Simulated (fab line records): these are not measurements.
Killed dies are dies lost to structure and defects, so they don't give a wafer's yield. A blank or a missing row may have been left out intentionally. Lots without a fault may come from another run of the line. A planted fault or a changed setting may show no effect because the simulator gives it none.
Chamber matching    flow nand_harc    ald_hk-03 running NHARC_A_CHANNEL_FILL_D1_ALD_02: 4 sister chambers
The step deposits SiO2, target thk 6 nm, pulse time 10 s, ald cycles 60. 4 wafers are shown with their chamber, then 8 later ones without.

== WAFERS WITH THEIR CHAMBER ==
wafer   chamber  heater_power_w (W)
L085.2  0        444
L088.2  2        476
L088.6  3        517
L090.2  1        592

== WAFERS WITHOUT THEIR CHAMBER ==
wafer   heater_power_w (W)
L090.3  480
L090.6  603
L091.1  459
L091.3  468
L091.4  510
L092.1  597
L092.5  467
L092.6  601

== WHICH CHAMBER EACH WENT THROUGH ==
wafer   from the rows above      in truth
L090.3  2                        2
L090.6  1                        1
L091.1  can't be placed: 0 or 2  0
L091.3  can't be placed: 2 or 0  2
L091.4  3                        3
L092.1  1                        1
L092.5  can't be placed: 2 or 0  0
L092.6  1                        1
Placed correctly: 5 of 8. Cannot be placed on the basis of these rows: 3; the candidates contain the true chamber in 3. Placed wrongly: 0.
How it was worked out, from the rows above alone: a wafer's distance from a chamber is the root of the sum, over the readings, of the square of ((its reading less the chamber's mean) divided by the reading's scatter). The wafer belongs to the nearest chamber; if the next one is less than 2 further off, it can't be placed. A chamber's mean is the mean of its shown wafers. The scatter: with one shown wafer a chamber, the root of the mean of the squares of how far each hidden wafer lies from its nearest shown one.
